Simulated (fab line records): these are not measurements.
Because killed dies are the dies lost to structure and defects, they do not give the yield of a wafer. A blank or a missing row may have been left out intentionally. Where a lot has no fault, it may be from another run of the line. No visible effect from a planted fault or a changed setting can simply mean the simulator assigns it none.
fab line records ; flow n5-finfet ; part 1 of 2: steps 1 to 20 of 30
record lots=5; wafers=15; last-day=15
route steps=1938 shown BEOL_M1@754
lots that met no fault: from a run of the same line without faults
start-h: the number of hours between the record's first day and the start of the first shown wafer of the lot ; wait-h: hours since the lot's step before ; " identical to the entry in the row above ; L1.1+2: one row covering several wafers at once ; - no value, or no start was given ; * or withheld: withheld ; < > ~ a bound
route shown NAME@n: NAME is a module with steps in the file, n the number in the route of the first one ; usual: average and standard deviation across the fault-free wafers ; same: alike in all rows ; chamber/n: place in a boat ; sites: each site's reading ; _std_site: standard deviation of those values ; _edge_site: the outer-site mean with the inner-site mean subtracted ; radius-mm: how far each site lies from the wafer's centre ; mask NAME#n: copy n ; behind: the most recent tool/chamber to have shaped the wafer ; hold: why the lot went on hold/how many hours it stayed there/how the hold came to an end ; device: transistor that didn't switch, given as n, p or np ; end of line: tests of these same wafers at the route's end ; a step with no rows: only its recipe ; killed: count of dies lost to structure and defects at first sort (not the wafer's yield) ; map: the dies of a wafer, with x for killed, . for not killed, _ for no die there
set.NAME: setting as actually run; set.NAME@STEP: the setting as run at that earlier step ; model.NAME: the simulator's own value behind a step, which no gauge read
lots at some steps of the route; a table a step, a row a wafer
services: the hour from which a tool's chamber was out of use, counted from the record's first day as start-h (under 0 if before that day), plus the number of hours and why
## steps
# step N5_BEOL_M1_HM_DEP_02
# recipe material=TiN; target-thk-a=200; temp-c=25; chamber-pressure-pa=0.49996
# usual throttle-valve-pct=30.1/0.95
lot.wafer;tool;chamber;start-h;wait-h;throttle-valve-pct
L075.2;pvd-sputter-03;-;128.23;1.3;29.9
L075.4;pvd-sputter-03;-;128.23;1.3;29.9
L075.5;pvd-sputter-03;-;128.23;1.3;29.9
L085.1;pvd-sputter-02;-;187.82;1.1;29.2
L085.3;pvd-sputter-02;-;187.82;1.1;29.1
L085.6;pvd-sputter-02;-;187.82;1.1;29.2
L087.4;pvd-sputter-02;-;195.93;1.9;29.4
L087.5;pvd-sputter-02;-;195.93;1.9;29.9
L087.6;pvd-sputter-02;-;195.93;1.9;29.4
L089.2;pvd-sputter-03;-;211.95;0.5;29.7
L089.4;pvd-sputter-03;-;211.95;0.5;31.9
L089.5;pvd-sputter-03;-;211.95;0.5;29.7
L090.1;pvd-sputter-01;-;218.13;1.8;29.9
L090.2;pvd-sputter-01;-;218.13;1.8;30.5
L090.5;pvd-sputter-01;-;218.13;1.8;31.8
# step N5_BEOL_M1_COAT_61
# recipe resist=SOC; temp-c=250; time-s=60; spin-rpm=1500; resist-thk-nm=60
# usual exhaust-pa=45.1/0.86
lot.wafer;tool;chamber;start-h;wait-h;exhaust-pa
L075.2;litho-track-02;0;128.36;0.1;44.3
L075.4;litho-track-02;0;128.36;0.1;45.0
L075.5;litho-track-02;0;128.36;0.1;44.9
L085.1;litho-track-02;0;187.95;0.1;45.3
L085.3;litho-track-02;0;187.95;0.1;45.1
L085.6;litho-track-02;0;187.95;0.1;46.5
L087.4;litho-track-03;0;196.05;0.1;45.9
L087.5;litho-track-03;0;196.05;0.1;44.9
L087.6;litho-track-03;0;196.05;0.1;44.6
L089.2;litho-track-05;0;212.09;0.1;46.2
L089.4;litho-track-05;0;212.09;0.1;45.7
L089.5;litho-track-05;0;212.09;0.1;46.3
L090.1;litho-track-02;0;218.25;0.1;44.5
L090.2;litho-track-02;0;218.25;0.1;44.9
L090.5;litho-track-02;0;218.25;0.1;44.7
# step N5_BEOL_M1_COAT_62
# recipe resist=SiARC; temp-c=220; time-s=60; spin-rpm=1500; resist-thk-nm=12
# usual exhaust-pa=45.0/0.88
lot.wafer;tool;chamber;start-h;wait-h;exhaust-pa
L075.2;litho-track-02;0;-;-;45.2
L075.4;litho-track-02;0;-;-;44.1
L075.5;litho-track-02;0;-;-;45.9
L085.1;litho-track-02;0;-;-;46.1
L085.3;litho-track-02;0;-;-;45.5
L085.6;litho-track-02;0;-;-;46.6
L087.4;litho-track-03;0;-;-;46.2
L087.5;litho-track-03;0;-;-;44.2
L087.6;litho-track-03;0;-;-;44.8
L089.2;litho-track-05;0;-;-;44.1
L089.4;litho-track-05;0;-;-;44.8
L089.5;litho-track-05;0;-;-;43.3
L090.1;litho-track-02;0;-;-;44.6
L090.2;litho-track-02;0;-;-;44.4
L090.5;litho-track-02;0;-;-;44.6
# step N5_BEOL_M1_COAT_73
# recipe resist=underlayer; temp-c=205; time-s=60; spin-rpm=1500; resist-thk-nm=5
# usual exhaust-pa=45.2/0.89
lot.wafer;tool;chamber;start-h;wait-h;exhaust-pa
L075.2;litho-track-02;0;-;-;44.3
L075.4;litho-track-02;0;-;-;44.5
L075.5;litho-track-02;0;-;-;45.2
L085.1;litho-track-02;0;-;-;46.4
L085.3;litho-track-02;0;-;-;45.6
L085.6;litho-track-02;0;-;-;44.6
L087.4;litho-track-03;0;-;-;45.3
L087.5;litho-track-03;0;-;-;45.8
L087.6;litho-track-03;0;-;-;45.5
L089.2;litho-track-05;0;-;-;43.6
L089.4;litho-track-05;0;-;-;45.6
L089.5;litho-track-05;0;-;-;45.3
L090.1;litho-track-02;0;-;-;45.1
L090.2;litho-track-02;0;-;-;45.5
L090.5;litho-track-02;0;-;-;46.4
# step N5_BEOL_M1_COAT_05
# recipe resist=CAR-EUV; spin-rpm=1500; resist-thk-nm=30
# usual exhaust-pa=44.9/0.84
lot.wafer;tool;chamber;start-h;wait-h;exhaust-pa
L075.2;litho-track-02;0;-;-;45.7
L075.4;litho-track-02;0;-;-;45.4
L075.5;litho-track-02;0;-;-;44.0
L085.1;litho-track-02;0;-;-;45.5
L085.3;litho-track-02;0;-;-;43.2
L085.6;litho-track-02;0;-;-;44.1
L087.4;litho-track-03;0;-;-;43.6
L087.5;litho-track-03;0;-;-;44.2
L087.6;litho-track-03;0;-;-;44.4
L089.2;litho-track-05;0;-;-;45.2
L089.4;litho-track-05;0;-;-;45.9
L089.5;litho-track-05;0;-;-;44.8
L090.1;litho-track-02;0;-;-;45.4
L090.2;litho-track-02;0;-;-;45.9
L090.5;litho-track-02;0;-;-;46.0
# step N5_BEOL_M1_EBR_07
# recipe solvent=PGMEA; ebr-width-mm=1.5
# usual exhaust-pa=44.9/0.87
lot.wafer;tool;chamber;start-h;wait-h;exhaust-pa
L075.2;litho-track-02;0;-;-;45.5
L075.4;litho-track-02;0;-;-;44.5
L075.5;litho-track-02;0;-;-;44.9
L085.1;litho-track-02;0;-;-;45.2
L085.3;litho-track-02;0;-;-;46.1
L085.6;litho-track-02;0;-;-;45.7
L087.4;litho-track-03;0;-;-;46.0
L087.5;litho-track-03;0;-;-;45.7
L087.6;litho-track-03;0;-;-;45.8
L089.2;litho-track-05;0;-;-;45.2
L089.4;litho-track-05;0;-;-;46.6
L089.5;litho-track-05;0;-;-;45.1
L090.1;litho-track-02;0;-;-;46.1
L090.2;litho-track-02;0;-;-;45.5
L090.5;litho-track-02;0;-;-;46.9
# step N5_BEOL_M1_SOFTBAKE_06
# recipe temp-c=110; time-s=60; resist=CAR-EUV
# usual exhaust-pa=45.0/0.89
lot.wafer;tool;chamber;start-h;wait-h;exhaust-pa
L075.2;litho-track-02;0;-;-;44.0
L075.4;litho-track-02;0;-;-;45.1
L075.5;litho-track-02;0;-;-;44.0
L085.1;litho-track-02;0;-;-;45.1
L085.3;litho-track-02;0;-;-;45.3
L085.6;litho-track-02;0;-;-;44.4
L087.4;litho-track-03;0;-;-;44.3
L087.5;litho-track-03;0;-;-;46.4
L087.6;litho-track-03;0;-;-;45.7
L089.2;litho-track-05;0;-;-;44.6
L089.4;litho-track-05;0;-;-;45.1
L089.5;litho-track-05;0;-;-;44.8
L090.1;litho-track-02;0;-;-;44.6
L090.2;litho-track-02;0;-;-;43.2
L090.5;litho-track-02;0;-;-;43.8
# step N5_BEOL_M1_EXPOSE_08
# recipe mask-id=M1; na=0.33; source-shape=dipole; sigma-inner=0.369; sigma-outer=0.767; polarization=unpolarized; dose-mj=33
# same sigma-inner=0.369
lot.wafer;tool;chamber;start-h;wait-h;mask
L075.2+4+5;euv-scanner-02;0;128.50;-;M1#0
L085.1+3+6;euv-scanner-01;0;188.18;-;M1#0
L087.4+5+6;euv-scanner-02;0;196.33;-;M1#0
L089.2+4+5;euv-scanner-02;0;212.23;-;M1#0
L090.1+2+5;euv-scanner-01;0;218.52;-;M1#0
# step N5_BEOL_M1_PEB_09
# recipe peb-temp-c=100; peb-time-s=60; resist=CAR-EUV
# usual exhaust-pa=44.9/0.86
lot.wafer;tool;chamber;start-h;wait-h;exhaust-pa
L075.2;litho-track-05;0;128.55;0.0;43.3
L075.4;litho-track-05;0;128.55;0.0;45.7
L075.5;litho-track-05;0;128.55;0.0;44.2
L085.1;litho-track-02;0;188.23;0.1;44.6
L085.3;litho-track-02;0;188.23;0.1;44.4
L085.6;litho-track-02;0;188.23;0.1;44.7
L087.4;litho-track-02;0;196.38;0.0;45.2
L087.5;litho-track-02;0;196.38;0.0;44.7
L087.6;litho-track-02;0;196.38;0.0;46.3
L089.2;litho-track-02;0;212.29;0.0;44.5
L089.4;litho-track-02;0;212.29;0.0;44.2
L089.5;litho-track-02;0;212.29;0.0;43.2
L090.1;litho-track-02;0;218.58;0.1;42.8
L090.2;litho-track-02;0;218.58;0.1;44.0
L090.5;litho-track-02;0;218.58;0.1;44.9
# step N5_BEOL_M1_DEVELOP_10
# recipe develop-time-s=30; developer=TMAH; resist=CAR-EUV; rinse-liquid=surfactant-rinse; dry=air-spin; dev-temp-c=23
# usual exhaust-pa=45.1/0.9
lot.wafer;tool;chamber;start-h;wait-h;exhaust-pa
L075.2;litho-track-05;0;-;-;45.1
L075.4;litho-track-05;0;-;-;45.0
L075.5;litho-track-05;0;-;-;45.2
L085.1;litho-track-02;0;-;-;43.4
L085.3;litho-track-02;0;-;-;43.9
L085.6;litho-track-02;0;-;-;43.8
L087.4;litho-track-02;0;-;-;44.2
L087.5;litho-track-02;0;-;-;44.6
L087.6;litho-track-02;0;-;-;45.3
L089.2;litho-track-02;0;-;-;45.1
L089.4;litho-track-02;0;-;-;46.0
L089.5;litho-track-02;0;-;-;46.5
L090.1;litho-track-02;0;-;-;45.6
L090.2;litho-track-02;0;-;-;44.5
L090.5;litho-track-02;0;-;-;45.0
# step N5_BEOL_M1_CD_MEAS_11
# recipe target-cd-nm=17.05; landing-energy-ev=500; detector=se-inlens; polarity=opening
# usual cd-nm=17.03/0.24
lot.wafer;tool;chamber;start-h;wait-h;cd-nm
L075.2;cd-sem-02;0;128.62;-;16.48
L075.4;cd-sem-02;0;128.62;-;16.97
L075.5;cd-sem-02;0;128.62;-;17.11
L085.1;cd-sem-01;0;188.30;-;16.89
L085.3;cd-sem-01;0;188.30;-;16.77
L085.6;cd-sem-01;0;188.30;-;17.10
L087.4;cd-sem-02;0;196.45;-;16.93
L087.5;cd-sem-02;0;196.45;-;16.90
L087.6;cd-sem-02;0;196.45;-;16.96
L089.2;cd-sem-02;0;212.36;-;17.08
L089.4;cd-sem-02;0;212.36;-;17.40
L089.5;cd-sem-02;0;212.36;-;16.97
L090.1;cd-sem-02;0;218.64;-;17.28
L090.2;cd-sem-02;0;218.64;-;17.19
L090.5;cd-sem-02;0;218.64;-;17.10
# step N5_BEOL_M1_OVL_MEAS_12
# recipe points-per-wafer=522
# usual M1_OVL=-0.1/0.73
lot.wafer;tool;chamber;start-h;wait-h;M1_OVL[nm]
L075.2;overlay-01;0;128.66;0.0;-1.5
L075.4;overlay-01;0;128.66;0.0;-0.8
L075.5;overlay-01;0;128.66;0.0;-0.6
L085.1;overlay-02;0;188.33;0.0;0.9
L085.3;overlay-02;0;188.33;0.0;0.6
L085.6;overlay-02;0;188.33;0.0;0.0
L087.4;overlay-02;0;196.49;0.0;0.0
L087.5;overlay-02;0;196.49;0.0;-0.1
L087.6;overlay-02;0;196.49;0.0;0.0
L089.2;overlay-02;0;212.39;0.0;-0.2
L089.4;overlay-02;0;212.39;0.0;0.2
L089.5;overlay-02;0;212.39;0.0;0.1
L090.1;overlay-01;0;218.67;0.0;0.6
L090.2;overlay-01;0;218.67;0.0;0.3
L090.5;overlay-01;0;218.67;0.0;1.6
# step N5_BEOL_M1_INSPECT_13
# recipe mode=adi; inspect-instrument=brightfield
# usual raw-defect-count=459/110
lot.wafer;tool;chamber;start-h;wait-h;raw-defect-count
L075.2;defect-inspect-02;-;128.71;0.0;522
L075.4;defect-inspect-02;-;128.71;0.0;492
L075.5;defect-inspect-02;-;128.71;0.0;504
L085.1;defect-inspect-02;-;188.40;0.1;305
L085.3;defect-inspect-02;-;188.40;0.1;291
L085.6;defect-inspect-02;-;188.40;0.1;341
L087.4;defect-inspect-02;-;196.53;0.0;427
L087.5;defect-inspect-02;-;196.53;0.0;615
L087.6;defect-inspect-02;-;196.53;0.0;501
L089.2;defect-inspect-01;-;212.44;0.0;395
L089.4;defect-inspect-01;-;212.44;0.0;333
L089.5;defect-inspect-01;-;212.44;0.0;385
L090.1;defect-inspect-02;-;218.73;0.1;362
L090.2;defect-inspect-02;-;218.73;0.1;442
L090.5;defect-inspect-02;-;218.73;0.1;443
# step N5_BEOL_M1_DESCUM_16
# recipe chemistry=O2; time-s=7; source-power-w=50; bias-power-w=20; pressure-mtorr=20; rf-frequency-hz=2.712e+07; temp-c=40; resist=CAR-EUV; o2-flow-sccm=225
# usual drypump-motor-current-A=5.7/0.44; oes-product-au=0.80/0.099; rf-vpp-V=243.0/1.2; showerhead-plenum-p-Torr=2.08/0.059; temp-c=40.00/0.11; throttle-valve-pct=20.34/0.14
lot.wafer;tool;chamber;start-h;wait-h;drypump-motor-current-A;oes-product-au;rf-hours-counter-h;rf-vpp-V;showerhead-plenum-p-Torr;temp-c;throttle-valve-pct
L075.2;rie-diel-01;2;128.74;0.0;5.0;0.84;57;241.1;2.05;39.97;20.23
L075.4;rie-diel-01;0;128.74;0.0;5.7;0.76;133;243.6;2.19;40.01;20.55
L075.5;rie-diel-01;2;128.74;0.0;5.0;0.84;-;242.9;2.05;39.93;20.23
L085.1;rie-diel-02;1;188.43;0.0;6.0;0.98;6;243.7;2.05;40.04;20.25
L085.3;rie-diel-02;3;188.43;0.0;5.5;0.70;210;243.4;2.16;40.02;20.46
L085.6;rie-diel-02;3;188.43;0.0;5.6;0.69;-;243.2;2.16;40.09;20.45
L087.4;rie-diel-06;2;196.56;0.0;5.7;0.69;223;241.2;2.07;40.14;20.23
L087.5;rie-diel-06;3;196.56;0.0;5.9;0.84;-;241.8;2.04;40.11;20.22
L087.6;rie-diel-06;0;196.56;0.0;5.8;0.95;-;242.6;2.06;40.09;20.20
L089.2;rie-diel-02;2;212.48;0.0;6.0;0.94;24;240.3;2.06;40.14;20.44
L089.4;rie-diel-02;1;212.48;0.0;6.1;0.94;13;242.3;2.05;40.01;20.25
L089.5;rie-diel-02;3;212.48;0.0;5.6;0.69;-;245.3;2.16;39.74;20.47
L090.1;rie-diel-06;2;219.27;0.5;5.7;0.69;230;242.1;2.06;40.09;20.22
L090.2;rie-diel-06;3;219.27;0.5;5.9;0.83;65;243.0;2.04;40.05;20.23
L090.5;rie-diel-06;2;219.27;0.5;5.6;0.69;-;245.1;2.07;40.03;20.22
# step N5_BEOL_M1_ETCH_74
# recipe chemistry=N2/H2; target=underlayer; target-depth-a=65; mask-material=CAR-EUV; time-s=5.2; ion-energy-ev=200; pressure-mtorr=30; source-w=840; bias-w=150; n2-flow-sccm=200; h2-flow-sccm=200; ends=cleared
# usual drypump-motor-current-A=5.7/0.44; etch-rf-on-time-s=5.20/0.08; oes-product-au=0.68/0.084; rf-vpp-V=523.6/2.5; showerhead-plenum-p-Torr=2.53/0.076; throttle-valve-pct=17.77/0.19
lot.wafer;tool;chamber;start-h;wait-h;drypump-motor-current-A;etch-rf-on-time-s;oes-product-au;rf-hours-counter-h;rf-vpp-V;showerhead-plenum-p-Torr;throttle-valve-pct
L075.2;rie-diel-01;2;128.78;0.0;4.9;5.14;0.71;57;522.1;2.48;17.64
L075.4;rie-diel-01;0;128.78;0.0;5.7;5.27;0.65;133;528.3;2.66;18.09
L075.5;rie-diel-01;2;128.78;0.0;5.0;5.11;0.73;-;522.4;2.48;17.67
L085.1;rie-diel-02;1;188.47;0.0;6.0;5.20;0.83;6;521.6;2.49;17.58
L085.3;rie-diel-02;3;188.47;0.0;5.6;5.25;0.59;210;526.9;2.63;18.01
L085.6;rie-diel-02;3;188.47;0.0;5.5;5.29;0.58;-;526.5;2.63;18.00
L087.4;rie-diel-06;2;196.60;0.0;5.7;5.27;0.59;223;522.3;2.52;17.72
L087.5;rie-diel-06;3;196.60;0.0;5.9;5.09;0.73;-;523.0;2.47;17.56
L087.6;rie-diel-06;0;196.60;0.0;5.8;5.07;0.80;-;524.5;2.49;17.46
L089.2;rie-diel-02;2;212.51;0.0;6.0;5.18;0.80;24;522.5;2.48;17.73
L089.4;rie-diel-02;1;212.51;0.0;6.0;5.16;0.81;13;522.8;2.49;17.59
L089.5;rie-diel-02;3;212.51;0.0;5.5;5.27;0.58;-;524.8;2.63;18.01
L090.1;rie-diel-06;2;219.30;0.0;5.7;5.24;0.60;230;520.7;2.51;17.74
L090.2;rie-diel-06;3;219.30;0.0;5.9;5.05;0.72;65;522.3;2.47;17.58
L090.5;rie-diel-06;2;219.30;0.0;5.6;5.23;0.59;-;521.7;2.51;17.70
# step N5_BEOL_M1_ETCH_63
# recipe chemistry=CF4; target=SiARC; target-depth-a=156; mask-material=CAR-EUV; time-s=26; ion-energy-ev=80; pressure-mtorr=40; source-w=545; bias-w=36; Ar_flow_sccm=100; cf4-flow-sccm=100; ends=cleared
# usual drypump-motor-current-A=5.7/0.44; etch-rf-on-time-s=26.0/0.39; mfc-ar-sccm=100.02/0.28; oes-product-au=0.68/0.084; rf-vpp-V=183.9/1.1; showerhead-plenum-p-Torr=2.13/0.059; throttle-valve-pct=15.51/0.17
lot.wafer;tool;chamber;start-h;wait-h;drypump-motor-current-A;etch-rf-on-time-s;mfc-ar-sccm;oes-product-au;rf-hours-counter-h;rf-vpp-V;showerhead-plenum-p-Torr;throttle-valve-pct
L075.2;rie-diel-01;2;128.80;0.0;4.9;25.7;100.31;0.72;57;181.5;2.09;15.30
L075.4;rie-diel-01;0;128.80;0.0;5.7;26.6;100.12;0.64;133;186.0;2.24;15.75
L075.5;rie-diel-01;2;128.80;0.0;4.9;25.7;100.26;0.72;-;183.5;2.09;15.33
L085.1;rie-diel-02;1;188.48;0.0;6.0;26.1;100.14;0.82;6;183.9;2.10;15.41
L085.3;rie-diel-02;3;188.48;0.0;5.6;26.2;100.00;0.59;210;186.1;2.20;15.67
L085.6;rie-diel-02;3;188.48;0.0;5.5;26.2;100.21;0.59;-;184.5;2.20;15.66
L087.4;rie-diel-06;2;196.62;0.0;5.6;26.6;100.21;0.59;223;184.2;2.11;15.46
L087.5;rie-diel-06;3;196.62;0.0;5.9;25.6;100.30;0.73;-;184.1;2.09;15.32
L087.6;rie-diel-06;0;196.62;0.0;5.8;25.5;100.22;0.81;-;182.9;2.10;15.25
L089.2;rie-diel-02;2;212.53;0.0;6.0;26.1;99.94;0.78;24;183.5;2.10;15.50
L089.4;rie-diel-02;1;212.53;0.0;6.0;26.2;100.39;0.80;13;181.9;2.10;15.43
L089.5;rie-diel-02;3;212.53;0.0;5.6;26.7;100.36;0.58;-;184.5;2.20;15.69
L090.1;rie-diel-06;2;219.32;0.0;5.6;26.6;100.28;0.59;230;183.3;2.11;15.47
L090.2;rie-diel-06;3;219.32;0.0;5.9;25.6;100.15;0.73;65;182.9;2.08;15.32
L090.5;rie-diel-06;2;219.32;0.0;5.7;26.7;100.28;0.58;-;183.2;2.11;15.48
# step N5_BEOL_M1_ETCH_64
# recipe chemistry=N2/H2; target=SOC; target-depth-a=750; overetch-a=150; mask-material=SiARC; temp-c=40; time-s=112.5; ion-energy-ev=200; pressure-mtorr=30; source-w=840; bias-w=150; n2-flow-sccm=200; h2-flow-sccm=200
# usual drypump-motor-current-A=5.7/0.44; oes-product-au=0.63/0.074; rf-vpp-V=523.5/2.2; showerhead-plenum-p-Torr=2.53/0.076; temp-c=40.00/0.1; throttle-valve-pct=17.73/0.19
lot.wafer;tool;chamber;start-h;wait-h;drypump-motor-current-A;oes-product-au;rf-hours-counter-h;rf-vpp-V;showerhead-plenum-p-Torr;temp-c;throttle-valve-pct
L075.2;rie-diel-01;2;128.82;0.0;4.9;0.66;57;522.5;2.48;40.17;17.60
L075.4;rie-diel-01;0;128.82;0.0;5.7;0.60;133;528.2;2.66;40.00;18.06
L075.5;rie-diel-01;2;128.82;0.0;4.9;0.66;-;522.2;2.48;39.81;17.60
L085.1;rie-diel-02;1;188.51;0.0;6.0;0.76;6;522.7;2.49;40.26;17.56
L085.3;rie-diel-02;3;188.51;0.0;5.6;0.55;210;525.2;2.63;40.19;17.97
L085.6;rie-diel-02;3;188.51;0.0;5.6;0.55;-;527.0;2.63;39.99;17.97
L087.4;rie-diel-06;2;196.64;0.0;5.6;0.55;223;521.7;2.52;39.91;17.68
L087.5;rie-diel-06;3;196.64;0.0;5.9;0.66;-;521.0;2.47;40.17;17.54
L087.6;rie-diel-06;0;196.64;0.0;5.8;0.74;-;522.9;2.49;39.93;17.41
L089.2;rie-diel-02;2;212.56;0.0;6.0;0.73;24;521.4;2.48;39.94;17.67
L089.4;rie-diel-02;1;212.56;0.0;6.1;0.74;13;521.2;2.48;39.98;17.56
L089.5;rie-diel-02;3;212.56;0.0;5.5;0.54;-;526.2;2.63;40.05;17.97
L090.1;rie-diel-06;2;219.35;0.0;5.6;0.55;230;523.1;2.51;40.11;17.68
L090.2;rie-diel-06;3;219.35;0.0;5.9;0.66;65;522.1;2.47;40.13;17.56
L090.5;rie-diel-06;2;219.35;0.0;5.6;0.55;-;522.8;2.51;40.11;17.70
# step N5_BEOL_M1_STRIP_65
# recipe chemistry=N2/H2; temp-c=40; n2-flow-sccm=200; h2-flow-sccm=200; rf-frequency-hz=6e+07
lot.wafer;tool;chamber;start-h;wait-h
L075.2+4+5;rie-diel-01;2,0,2;128.93;0.1
L085.1+3+6;rie-diel-02;1,3,3;188.62;0.1
L087.4+5+6;rie-diel-06;2,3,0;196.75;0.1
L089.2+4+5;rie-diel-02;2,1,3;212.66;0.1
L090.1+2+5;rie-diel-06;2,3,2;219.45;0.1
# step N5_BEOL_M1_STRIP_75
# recipe chemistry=N2/H2; temp-c=40; n2-flow-sccm=200; h2-flow-sccm=200; rf-frequency-hz=6e+07
lot.wafer;tool;chamber;start-h;wait-h
L075.2+4+5;rie-diel-01;2,0,2;128.94;0.0
L085.1+3+6;rie-diel-02;1,3,3;188.63;0.0
L087.4+5+6;rie-diel-06;2,3,0;196.76;0.0
L089.2+4+5;rie-diel-02;2,1,3;212.67;0.0
L090.1+2+5;rie-diel-06;2,3,2;219.46;0.0
# step N5_BEOL_M1_STRIP_66
# recipe chemistry=CF4; resist=SiARC; power-w=300; bias-power-w=75; pressure-mtorr=50; cf4-flow-sccm=150; rf-frequency-hz=6e+07
# usual drypump-motor-current-A=5.7/0.44; oes-product-au=0.79/0.092; rf-vpp-V=270.9/1.4; showerhead-plenum-p-Torr=1.78/0.048; throttle-valve-pct=13.48/0.18
lot.wafer;tool;chamber;start-h;wait-h;drypump-motor-current-A;oes-product-au;rf-hours-counter-h;rf-vpp-V;showerhead-plenum-p-Torr;throttle-valve-pct
L075.2;rie-diel-01;2;128.95;0.0;5.0;0.82;58;269.4;1.76;13.30
L075.4;rie-diel-01;0;128.95;0.0;5.7;0.75;133;272.1;1.87;13.68
L075.5;rie-diel-01;2;128.95;0.0;4.9;0.82;-;269.0;1.76;13.31
L085.1;rie-diel-02;1;188.64;0.0;6.0;0.95;6;270.2;1.75;13.29
L085.3;rie-diel-02;3;188.64;0.0;5.6;0.69;210;271.4;1.84;13.68
L085.6;rie-diel-02;3;188.64;0.0;5.6;0.68;-;271.4;1.84;13.71
L087.4;rie-diel-06;2;196.77;0.0;5.6;0.70;223;270.5;1.77;13.47
L087.5;rie-diel-06;3;196.77;0.0;5.9;0.83;-;270.2;1.75;13.27
L087.6;rie-diel-06;0;196.77;0.0;5.8;0.93;-;269.9;1.76;13.21
L089.2;rie-diel-02;2;212.68;0.0;6.0;0.91;24;269.4;1.77;13.47
L089.4;rie-diel-02;1;212.68;0.0;6.0;0.92;13;269.6;1.75;13.33
L089.5;rie-diel-02;3;212.68;0.0;5.6;0.68;-;271.2;1.84;13.68
L090.1;rie-diel-06;2;219.47;0.0;5.6;0.69;230;270.4;1.76;13.48
L090.2;rie-diel-06;3;219.47;0.0;5.9;0.82;65;269.4;1.74;13.28
L090.5;rie-diel-06;2;219.47;0.0;5.6;0.69;-;271.3;1.76;13.48
